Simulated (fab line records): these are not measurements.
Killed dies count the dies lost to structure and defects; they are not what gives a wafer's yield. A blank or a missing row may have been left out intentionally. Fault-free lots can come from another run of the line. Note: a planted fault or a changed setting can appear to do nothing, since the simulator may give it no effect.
fab line records	flow n5-finfet	part 1 of 2: steps 1 to 33 of 45
record: lots: 5	wafers: 15	last-day: 15
route steps=1938 shown WELL_APT@23 PMOS_HMC_CHANNEL_EPI@57
lots that met no fault: taken from a fault-free run of the same line
start-h: the number of hours between the record's first day and the start of the first shown wafer of the lot	wait-h: how many hours have passed since the lot's step before this one	" identical to the entry in the row above	L1.1+2: one row covering several wafers at once	- no value present, or no start provided	* or withheld: withheld	< > ~ a bound
route shown NAME@n: a module of which the file shows steps, and the number in the route of the first	usual: mean/standard deviation taken from wafers without a fault	same: alike in all rows	chamber/n: place in a boat	sites: readings site by site	_std_site: their standard deviation	_edge_site: the outer-site mean with the inner-site mean subtracted	radius-mm: for every site, how far away it sits from the centre of the wafer	mask NAME#n: copy n	behind: the last tool/chamber to shape the wafer	hold: why the lot was held/for how many hours/how that ended	device: which transistor (n, p or np) failed to switch	end of line: the same wafers' tests at the end of the route	where a step has no rows: the recipe by itself	killed: the dies lost at the first sort to structure and to defects; this is not the yield of the wafer	map: shows each die of a wafer: x if killed, . if not, _ if none is there
set.NAME: the setting the step ran with; set.NAME@STEP: the setting that earlier step ran with	model.NAME: the simulator's own value behind a step, which no gauge read
certain route steps with their lots: each step a table, each wafer a row
services: when a tool's chamber went out of use (start-h, in hours from the record's first day, below 0 if earlier), for how many hours, and the reason
== steps ==
step: N5_WELL_APT_SOFTBAKE_03
recipe: temp-c: 130	time-s: 60
lot.wafer	tool	chamber	start-h	wait-h
L078.3+5+6	litho-track-05	0	-	-
L079.2+3+6	litho-track-05	0	-	-
L080.1+3+6	litho-track-05	0	-	-
L085.1+2+4	litho-track-01	0	-	-
L088.1+4+5	litho-track-01	0	-	-
step: N5_WELL_APT_EXPOSE_05
recipe: mask-id: NWELL	na: 0.8	source-shape: conventional	sigma-outer: 0.8	polarization: unpolarized	defocus-nm: 0	target-cd-nm: 200	dose-mj: 20.3
lot.wafer	tool	chamber	start-h	wait-h	mask
L078.3+5+6	krf-scanner-01	0	38.14	-	NWELL#0
L079.2+3+6	krf-scanner-02	0	44.18	-	NWELL#0
L080.1+3+6	krf-scanner-01	0	49.92	-	NWELL#0
L085.1+2+4	krf-scanner-02	0	79.53	-	NWELL#0
L088.1+4+5	krf-scanner-02	0	97.41	-	NWELL#0
step: N5_WELL_APT_PEB_06
recipe: peb-temp-c: 130	peb-time-s: 90
lot.wafer	tool	chamber	start-h	wait-h
L078.3+5+6	litho-track-05	0	38.19	0.0
L079.2+3+6	litho-track-05	0	44.23	0.0
L080.1+3+6	litho-track-01	0	49.98	0.1
L085.1+2+4	litho-track-05	0	79.59	0.1
L088.1+4+5	litho-track-02	0	97.46	0.1
step: N5_WELL_APT_DEVELOP_07
recipe: develop-time-s: 45	rinse-liquid: surfactant-rinse	dry: air-spin	dev-temp-c: 21
lot.wafer	tool	chamber	start-h	wait-h
L078.3+5+6	litho-track-05	0	-	-
L079.2+3+6	litho-track-05	0	-	-
L080.1+3+6	litho-track-01	0	-	-
L085.1+2+4	litho-track-05	0	-	-
L088.1+4+5	litho-track-02	0	-	-
step: N5_WELL_APT_HARDBAKE_12
recipe: temp-c: 130	time-s: 120
lot.wafer	tool	chamber	start-h	wait-h
L078.3+5+6	litho-track-05	0	-	-
L079.2+3+6	litho-track-05	0	-	-
L080.1+3+6	litho-track-01	0	-	-
L085.1+2+4	litho-track-05	0	-	-
L088.1+4+5	litho-track-02	0	-	-
step: N5_WELL_APT_CD_MEAS_08
recipe: target-cd-nm: 200	landing-energy-ev: 500	detector: se-inlens
usual: cd-nm: 199.7/1.7
lot.wafer	tool	chamber	start-h	wait-h	cd-nm
L078.3	cd-sem-01	0	38.31	-	200.0
L078.5	"	0	"	"	200.7
L078.6	"	0	"	"	200.7
L079.2	cd-sem-02	0	44.35	-	201.3
L079.3	"	0	"	"	200.1
L079.6	"	0	"	"	199.8
L080.1	cd-sem-02	0	50.09	-	201.0
L080.3	"	0	"	"	201.4
L080.6	"	0	"	"	198.1
L085.1	cd-sem-01	0	79.70	-	199.1
L085.2	"	0	"	"	200.8
L085.4	"	0	"	"	196.3
L088.1	cd-sem-01	0	97.58	-	200.3
L088.4	"	0	"	"	201.2
L088.5	"	0	"	"	201.5
step: N5_WELL_APT_OVL_MEAS_09
recipe: points-per-wafer: 44
usual: NWELL_OVL: -1/5
lot.wafer	tool	chamber	start-h	wait-h	NWELL_OVL[nm]
L078.3	overlay-01	0	38.34	0.0	5
L078.5	"	0	"	"	7
L078.6	"	0	"	"	-8
L079.2	overlay-01	0	44.38	0.0	-8
L079.3	"	0	"	"	-7
L079.6	"	0	"	"	-6
L080.1	overlay-02	0	50.12	0.0	2
L080.3	"	0	"	"	8
L080.6	"	0	"	"	-10
L085.1	overlay-02	0	79.73	0.0	-15
L085.2	"	0	"	"	-2
L085.4	"	0	"	"	1
L088.1	overlay-02	0	97.61	0.0	1
L088.4	"	0	"	"	-10
L088.5	"	0	"	"	5
step: N5_WELL_APT_INSPECT_10
recipe: mode: adi	inspect-instrument: macro
usual: raw-defect-count: 1.9/1.5
lot.wafer	tool	chamber	start-h	wait-h	raw-defect-count
L078.3	defect-inspect-02	-	38.36	0.0	3
L078.5	"	-	"	"	2
L078.6	"	-	"	"	3
L079.2	defect-inspect-02	-	44.41	0.0	0
L079.3	"	-	"	"	5
L079.6	"	-	"	"	7
L080.1	defect-inspect-02	-	50.15	0.0	2
L080.3	"	-	"	"	2
L080.6	"	-	"	"	1
L085.1	defect-inspect-01	-	79.76	0.0	1
L085.2	"	-	"	"	0
L085.4	"	-	"	"	1
L088.1	defect-inspect-02	-	97.63	0.0	2
L088.4	"	-	"	"	2
L088.5	"	-	"	"	5
step: N5_WELL_APT_DESCUM_13
recipe: chemistry: O2	time-s: 7.9	source-power-w: 50	bias-power-w: 20	pressure-mtorr: 20	rf-frequency-hz: 2.712e+07	temp-c: 40	o2-flow-sccm: 225
usual: drypump-motor-current-A: 5.7/0.56	o2-flow-sccm: 225.0/0.72	oes-product-au: 0.80/0.088	rf-fwd-power-W: 49.67/0.16	rf-vpp-V: 244.0/1.3	showerhead-plenum-p-Torr: 2.15/0.062	throttle-valve-pct: 20.35/0.21
lot.wafer	tool	chamber	start-h	wait-h	drypump-motor-current-A	o2-flow-sccm	oes-product-au	rf-fwd-power-W	rf-hours-counter-h	rf-vpp-V	showerhead-plenum-p-Torr	throttle-valve-pct
L078.3	rie-diel-05	0	38.40	0.0	5.6	225.4	0.81	49.68	113	244.4	2.21	20.39
L078.5	"	1	"	"	6.0	225.5	0.73	49.48	-	246.9	2.19	20.52
L078.6	"	0	"	"	5.6	224.3	0.81	49.87	-	244.9	2.21	20.39
L079.2	rie-diel-04	3	44.70	0.3	4.9	224.7	0.88	49.74	46	243.9	2.02	20.31
L079.3	"	0	"	"	6.7	225.1	0.96	49.70	11	245.9	2.23	20.08
L079.6	"	3	"	"	4.9	224.2	0.89	49.73	-	241.7	2.02	20.32
L080.1	rie-diel-05	1	50.18	0.0	6.1	224.4	0.72	49.77	152	245.6	2.19	20.51
L080.3	"	3	"	"	6.1	226.2	0.74	49.54	156	243.6	2.20	20.53
L080.6	"	3	"	"	6.1	224.8	0.74	49.83	-	244.8	2.20	20.53
L085.1	rie-diel-04	3	79.79	0.0	4.9	226.0	0.86	49.52	56	242.9	2.02	20.33
L085.2	"	2	"	"	5.0	225.7	0.69	49.70	239	243.7	2.15	20.79
L085.4	"	1	"	"	5.7	224.8	0.81	49.59	93	243.1	2.11	20.17
L088.1	rie-diel-01	2	97.68	0.0	5.9	226.0	0.70	49.63	220	244.0	2.14	20.12
L088.4	"	1	"	"	6.1	224.5	0.79	49.59	114	243.3	2.20	20.29
L088.5	"	1	"	"	6.1	224.6	0.80	49.77	-	243.9	2.20	20.29
step: N5_WELL_APT_IMPLANT_14
recipe: species: P	energy-kev: 160	dose-cm2: 1.5e+13	tilt-deg: 0	rotation-deg: 0
lot.wafer	tool	chamber	start-h	wait-h
L078.3+5+6	implanter-02	0	38.56	0.1
L079.2+3+6	implanter-02	0	44.83	0.1
L080.1+3+6	implanter-02	0	50.28	0.1
L085.1+2+4	implanter-02	0	79.89	0.1
L088.1+4+5	implanter-01	0	97.78	0.1
step: N5_WELL_APT_IMPLANT_15
recipe: species: As	energy-kev: 25	dose-cm2: 1.5e+13	tilt-deg: 0	rotation-deg: 0
lot.wafer	tool	chamber	start-h	wait-h
L078.3+5+6	implanter-02	0	38.74	0.1
L079.2+3+6	implanter-02	0	45.01	0.1
L080.1+3+6	implanter-02	0	50.46	0.1
L085.1+2+4	implanter-02	0	80.07	0.1
L088.1+4+5	implanter-01	0	97.96	0.1
step: N5_WELL_APT_STRIP_16
recipe: chemistry: SPM	time-s: 900	temp-c: 130	h2so4-h2o2-vol-ratio: 4	dry: ipa-marangoni
usual: bath-guard-temp-C: 129.9/0.46
lot.wafer	tool	chamber	start-h	wait-h	bath-guard-temp-C
L078.3	wet-bench-04	2	38.89	0.1	129.7
L078.5	"	4	"	"	130.0
L078.6	"	5	"	"	129.5
L079.2	wet-bench-04	3	45.19	0.1	129.9
L079.3	"	2	"	"	129.5
L079.6	"	7	"	"	130.6
L080.1	wet-bench-04	5	50.67	0.2	129.2
L080.3	"	0	"	"	129.8
L080.6	"	4	"	"	129.7
L085.1	wet-bench-01	5	80.28	0.2	130.2
L085.2	"	4	"	"	129.5
L085.4	"	0	"	"	130.2
L088.1	wet-bench-01	5	98.17	0.2	130.4
L088.4	"	6	"	"	130.3
L088.5	"	0	"	"	130.8
step: N5_WELL_APT_HMDS_18
recipe: time-s: 60	temp-c: 120
lot.wafer	tool	chamber	start-h	wait-h
L078.3+5+6	litho-track-02	0	39.16	0.0
L079.2+3+6	litho-track-01	0	45.47	0.0
L080.1+3+6	litho-track-01	0	50.96	0.0
L085.1+2+4	litho-track-02	0	80.55	0.0
L088.1+4+5	litho-track-01	0	98.44	0.0
step: N5_WELL_APT_COAT_19
recipe: spin-rpm: 1357	resist-thk-nm: 950
lot.wafer	tool	chamber	start-h	wait-h
L078.3+5+6	litho-track-02	0	-	-
L079.2+3+6	litho-track-01	0	-	-
L080.1+3+6	litho-track-01	0	-	-
L085.1+2+4	litho-track-02	0	-	-
L088.1+4+5	litho-track-01	0	-	-
step: N5_WELL_APT_EBR_21
recipe: solvent: PGMEA	ebr-width-mm: 1.5
lot.wafer	tool	chamber	start-h	wait-h
L078.3+5+6	litho-track-02	0	-	-
L079.2+3+6	litho-track-01	0	-	-
L080.1+3+6	litho-track-01	0	-	-
L085.1+2+4	litho-track-02	0	-	-
L088.1+4+5	litho-track-01	0	-	-
step: N5_WELL_APT_SOFTBAKE_20
recipe: temp-c: 130	time-s: 60
lot.wafer	tool	chamber	start-h	wait-h
L078.3+5+6	litho-track-02	0	-	-
L079.2+3+6	litho-track-01	0	-	-
L080.1+3+6	litho-track-01	0	-	-
L085.1+2+4	litho-track-02	0	-	-
L088.1+4+5	litho-track-01	0	-	-
step: N5_WELL_APT_EXPOSE_22
recipe: mask-id: PWELL	na: 0.8	source-shape: conventional	sigma-outer: 0.8	polarization: unpolarized	defocus-nm: 0	target-cd-nm: 200	dose-mj: 23.2
lot.wafer	tool	chamber	start-h	wait-h	mask
L078.3+5+6	krf-scanner-01	0	39.40	-	PWELL#0
L079.2+3+6	krf-scanner-01	0	45.60	-	PWELL#0
L080.1+3+6	krf-scanner-02	0	51.19	-	PWELL#0
L085.1+2+4	krf-scanner-01	0	80.65	-	PWELL#0
L088.1+4+5	krf-scanner-02	0	98.67	-	PWELL#0
step: N5_WELL_APT_PEB_23
recipe: peb-temp-c: 130	peb-time-s: 90
lot.wafer	tool	chamber	start-h	wait-h
L078.3+5+6	litho-track-02	0	39.44	0.0
L079.2+3+6	litho-track-05	0	45.65	0.0
L080.1+3+6	litho-track-02	0	51.24	0.1
L085.1+2+4	litho-track-01	0	80.71	0.1
L088.1+4+5	litho-track-02	0	98.72	0.1
step: N5_WELL_APT_DEVELOP_24
recipe: develop-time-s: 45	rinse-liquid: surfactant-rinse	dry: air-spin	dev-temp-c: 21
lot.wafer	tool	chamber	start-h	wait-h
L078.3+5+6	litho-track-02	0	-	-
L079.2+3+6	litho-track-05	0	-	-
L080.1+3+6	litho-track-02	0	-	-
L085.1+2+4	litho-track-01	0	-	-
L088.1+4+5	litho-track-02	0	-	-
step: N5_WELL_APT_HARDBAKE_29
recipe: temp-c: 130	time-s: 120
lot.wafer	tool	chamber	start-h	wait-h
L078.3+5+6	litho-track-02	0	-	-
L079.2+3+6	litho-track-05	0	-	-
L080.1+3+6	litho-track-02	0	-	-
L085.1+2+4	litho-track-01	0	-	-
L088.1+4+5	litho-track-02	0	-	-
step: N5_WELL_APT_CD_MEAS_25
recipe: target-cd-nm: 200	landing-energy-ev: 500	detector: se-inlens
usual: cd-nm: 200.0/2.1
lot.wafer	tool	chamber	start-h	wait-h	cd-nm
L078.3	cd-sem-02	0	39.56	-	198.1
L078.5	"	0	"	"	200.0
L078.6	"	0	"	"	201.4
L079.2	cd-sem-02	0	45.77	-	202.8
L079.3	"	0	"	"	200.7
L079.6	"	0	"	"	203.2
L080.1	cd-sem-01	0	51.36	-	198.7
L080.3	"	0	"	"	200.5
L080.6	"	0	"	"	202.3
L085.1	cd-sem-03	0	80.82	-	200.5
L085.2	"	0	"	"	201.3
L085.4	"	0	"	"	200.4
L088.1	cd-sem-03	0	98.84	-	201.7
L088.4	"	0	"	"	196.2
L088.5	"	0	"	"	200.0
step: N5_WELL_APT_OVL_MEAS_26
recipe: points-per-wafer: 44
usual: PWELL_OVL: 2/5.3
lot.wafer	tool	chamber	start-h	wait-h	PWELL_OVL[nm]
L078.3	overlay-01	0	39.59	0.0	0
L078.5	"	0	"	"	4
L078.6	"	0	"	"	4
L079.2	overlay-01	0	45.80	0.0	4
L079.3	"	0	"	"	2
L079.6	"	0	"	"	3
L080.1	overlay-01	0	51.39	0.0	-9
L080.3	"	0	"	"	-4
L080.6	"	0	"	"	-7
L085.1	overlay-01	0	80.85	0.0	6
L085.2	"	0	"	"	3
L085.4	"	0	"	"	9
L088.1	overlay-01	0	98.87	0.0	4
L088.4	"	0	"	"	6
L088.5	"	0	"	"	-4
step: N5_WELL_APT_INSPECT_27
recipe: mode: adi	inspect-instrument: macro
usual: raw-defect-count: 2.2/1.6
lot.wafer	tool	chamber	start-h	wait-h	raw-defect-count
L078.3	defect-inspect-01	-	39.61	0.0	3
L078.5	"	-	"	"	3
L078.6	"	-	"	"	2
L079.2	defect-inspect-02	-	45.82	0.0	0
L079.3	"	-	"	"	3
L079.6	"	-	"	"	3
L080.1	defect-inspect-01	-	51.41	0.0	1
L080.3	"	-	"	"	3
L080.6	"	-	"	"	0
L085.1	defect-inspect-01	-	80.88	0.0	0
L085.2	"	-	"	"	3
L085.4	"	-	"	"	4
L088.1	defect-inspect-02	-	98.89	0.0	1
L088.4	"	-	"	"	2
L088.5	"	-	"	"	5
step: N5_WELL_APT_DESCUM_30
recipe: chemistry: O2	time-s: 7.9	source-power-w: 50	bias-power-w: 20	pressure-mtorr: 20	rf-frequency-hz: 2.712e+07	temp-c: 40	o2-flow-sccm: 225
usual: drypump-motor-current-A: 5.8/0.48	o2-flow-sccm: 225.0/0.56	oes-product-au: 0.79/0.085	rf-fwd-power-W: 49.67/0.16	rf-vpp-V: 244.1/1.2	showerhead-plenum-p-Torr: 2.16/0.057	throttle-valve-pct: 20.35/0.21
lot.wafer	tool	chamber	start-h	wait-h	drypump-motor-current-A	o2-flow-sccm	oes-product-au	rf-fwd-power-W	rf-hours-counter-h	rf-vpp-V	showerhead-plenum-p-Torr	throttle-valve-pct
L078.3	rie-diel-05	3	39.65	0.0	6.1	224.5	0.75	49.64	152	244.4	2.20	20.52
L078.5	"	2	"	"	5.9	225.8	0.76	49.27	-	243.6	2.20	20.24
L078.6	"	1	"	"	6.1	225.0	0.73	49.60	-	244.4	2.19	20.52
L079.2	rie-diel-04	1	45.85	0.0	5.6	224.4	0.82	49.64	83	243.3	2.11	20.15
L079.3	"	2	"	"	5.0	224.6	0.70	49.69	229	243.7	2.15	20.78
L079.6	"	0	"	"	6.7	224.8	0.95	49.60	-	245.1	2.23	20.08
L080.1	rie-diel-01	2	51.45	0.0	5.9	225.2	0.71	49.72	205	245.1	2.15	20.09
L080.3	"	3	"	"	5.7	225.0	1.01	49.33	0	243.9	2.14	20.55
L080.6	"	2	"	"	5.9	225.1	0.71	49.58	-	245.3	2.15	20.11
L085.1	rie-diel-05	2	81.10	0.2	5.9	225.4	0.75	49.52	177	245.5	2.19	20.25
L085.2	"	3	"	"	6.1	224.8	0.73	49.81	165	243.8	2.19	20.53
L085.4	"	1	"	"	6.1	225.5	0.72	49.56	163	244.3	2.19	20.54
L088.1	rie-diel-05	0	98.93	0.0	5.6	225.1	0.79	49.61	134	245.5	2.20	20.41
L088.4	"	0	"	"	5.6	225.1	0.79	49.75	-	244.4	2.20	20.40
L088.5	"	2	"	"	5.9	225.5	0.74	49.87	-	245.8	2.19	20.26
step: N5_WELL_APT_IMPLANT_31
recipe: species: B	energy-kev: 60	dose-cm2: 1.5e+13	tilt-deg: 0	rotation-deg: 0
lot.wafer	tool	chamber	start-h	wait-h
L078.3+5+6	implanter-01	0	39.81	0.1
L079.2+3+6	implanter-01	0	45.98	0.1
L080.1+3+6	implanter-01	0	51.55	0.1
L085.1+2+4	implanter-02	0	81.19	0.1
L088.1+4+5	implanter-01	0	99.03	0.1
step: N5_WELL_APT_IMPLANT_32
recipe: species: BF2	energy-kev: 50	dose-cm2: 2e+13	tilt-deg: 0	rotation-deg: 0
lot.wafer	tool	chamber	start-h	wait-h
L078.3+5+6	implanter-01	0	39.99	0.1
L079.2+3+6	implanter-01	0	46.16	0.1
L080.1+3+6	implanter-01	0	51.73	0.1
L085.1+2+4	implanter-02	0	81.37	0.1
L088.1+4+5	implanter-01	0	99.21	0.1
step: N5_WELL_APT_STRIP_33
recipe: chemistry: SPM	time-s: 900	temp-c: 130	h2so4-h2o2-vol-ratio: 4	dry: ipa-marangoni
usual: bath-guard-temp-C: 130.0/0.45
lot.wafer	tool	chamber	start-h	wait-h	bath-guard-temp-C
L078.3	wet-bench-01	6	40.13	0.1	130.1
L078.5	"	4	"	"	129.5
L078.6	"	1	"	"	129.8
L079.2	wet-bench-01	7	46.34	0.1	130.2
L079.3	"	4	"	"	129.6
L079.6	"	2	"	"	130.3
L080.1	wet-bench-04	2	51.93	0.2	129.7
L080.3	"	6	"	"	129.8
L080.6	"	4	"	"	130.2
L085.1	wet-bench-01	4	81.58	0.2	129.7
L085.2	"	0	"	"	130.1
L085.4	"	2	"	"	130.5
L088.1	wet-bench-03	3	99.41	0.2	130.5
L088.4	"	6	"	"	129.7
L088.5	"	0	"	"	130.5
step: N5_WELL_APT_RTA_34
recipe: temp-c: 1000	time-s: 10	ambient: N2	idle-temp-c: 600	ramp-up-c-per-s: 150	ramp-down-c-per-s: 60	cool-to-c: 600
usual: lamp-power-pct: 12.99/0.051	wafer_temp_C_max: 1003.6/1
lot.wafer	tool	chamber	start-h	wait-h	lamp-power-pct	wafer_temp_C_max
L078.3	rtp-anneal-01	0	40.45	0.1	13.08	1005.0
L078.5	"	0	"	"	12.95	1004.1
L078.6	"	0	"	"	12.98	1004.4
L079.2	rtp-anneal-01	0	46.66	0.0	13.00	1003.6
L079.3	"	0	"	"	12.89	1002.0
L079.6	"	0	"	"	13.02	1003.2
L080.1	rtp-anneal-02	0	52.23	0.0	12.96	1003.5
L080.3	"	0	"	"	13.01	1004.0
L080.6	"	0	"	"	13.01	1004.5
L085.1	rtp-anneal-01	0	82.21	0.4	13.01	1005.0
L085.2	"	0	"	"	12.94	1001.9
L085.4	"	0	"	"	12.99	1003.5
L088.1	rtp-anneal-01	0	99.69	0.0	13.05	1004.6
L088.4	"	0	"	"	13.08	1003.7
L088.5	"	0	"	"	13.03	1002.8
step: N5_WELL_APT_OXIDE_STRIP_42
recipe: chemistry: dHF	dilution: 25:1	time-s: 45	temp-c: 25	target: SiO2	target-depth-a: 120
lot.wafer	tool	chamber	start-h	wait-h
L078.3+5+6	wet-bench-01	4,5,6	40.59	0.1
L079.2+3+6	wet-bench-04	4,2,1	46.79	0.1
L080.1+3+6	wet-bench-03	5,2,1	52.38	0.1
L085.1+2+4	wet-bench-01	3,5,0	82.37	0.1
L088.1+4+5	wet-bench-04	1,4,3	99.95	0.2
step: N5_WELL_APT_PRECLEAN_36
recipe: chemistry: O3/DIW	time-s: 45	temp-c: 22	o3-ppm: 10
lot.wafer	tool	chamber	start-h	wait-h
L078.3+5+6	wet-bench-01	4,5,6	40.60	0.0
L079.2+3+6	wet-bench-04	4,2,1	46.80	0.0
L080.1+3+6	wet-bench-03	5,2,1	52.39	0.0
L085.1+2+4	wet-bench-01	3,5,0	82.39	0.0
L088.1+4+5	wet-bench-04	1,4,3	99.97	0.0
step: N5_WELL_APT_PRECLEAN_39
recipe: chemistry: dHF	time-s: 60	dilution: 150:1	temp-c: 25
lot.wafer	tool	chamber	start-h	wait-h
L078.3+5+6	wet-bench-01	4,5,6	40.62	0.0
L079.2+3+6	wet-bench-04	4,2,1	46.82	0.0
L080.1+3+6	wet-bench-03	5,2,1	52.40	0.0
L085.1+2+4	wet-bench-01	3,5,0	82.40	0.0
L088.1+4+5	wet-bench-04	1,4,3	99.98	0.0
step: N5_WELL_APT_SRD_37
recipe: dry: ipa-marangoni	do-ppb: 5	time-s: 30	temp-c: 23	rinse-liquid: diw
lot.wafer	tool	chamber	start-h	wait-h
L078.3+5+6	wet-bench-01	4,5,6	40.63	0.0
L079.2+3+6	wet-bench-04	4,2,1	46.83	0.0
L080.1+3+6	wet-bench-03	5,2,1	52.42	0.0
L085.1+2+4	wet-bench-01	3,5,0	82.42	0.0
L088.1+4+5	wet-bench-04	1,4,3	100.00	0.0
step: N5_WELL_APT_EPI_41
recipe: material: Si	target-thk-a: 500	temp-c: 650	precursor: SiH4/H2	pressure-torr: 20	time-s: 297.7
usual: throttle-valve-pct: 11.34/0.26
lot.wafer	tool	chamber	start-h	wait-h	throttle-valve-pct
L078.3	epi-rpcvd-01	0	40.88	0.2	10.83
L078.5	"	0	"	"	11.12
L078.6	"	0	"	"	11.29
L079.2	epi-rpcvd-01	0	47.71	0.9	11.09
L079.3	"	0	"	"	11.16
L079.6	"	0	"	"	11.05
L080.1	epi-rpcvd-04	0	52.47	0.0	11.19
L080.3	"	0	"	"	11.42
L080.6	"	0	"	"	11.45
L085.1	epi-rpcvd-04	0	82.47	0.0	11.06
L085.2	"	0	"	"	11.15
L085.4	"	0	"	"	11.51
L088.1	epi-rpcvd-01	0	100.05	0.0	11.17
L088.4	"	0	"	"	11.22
L088.5	"	0	"	"	11.15
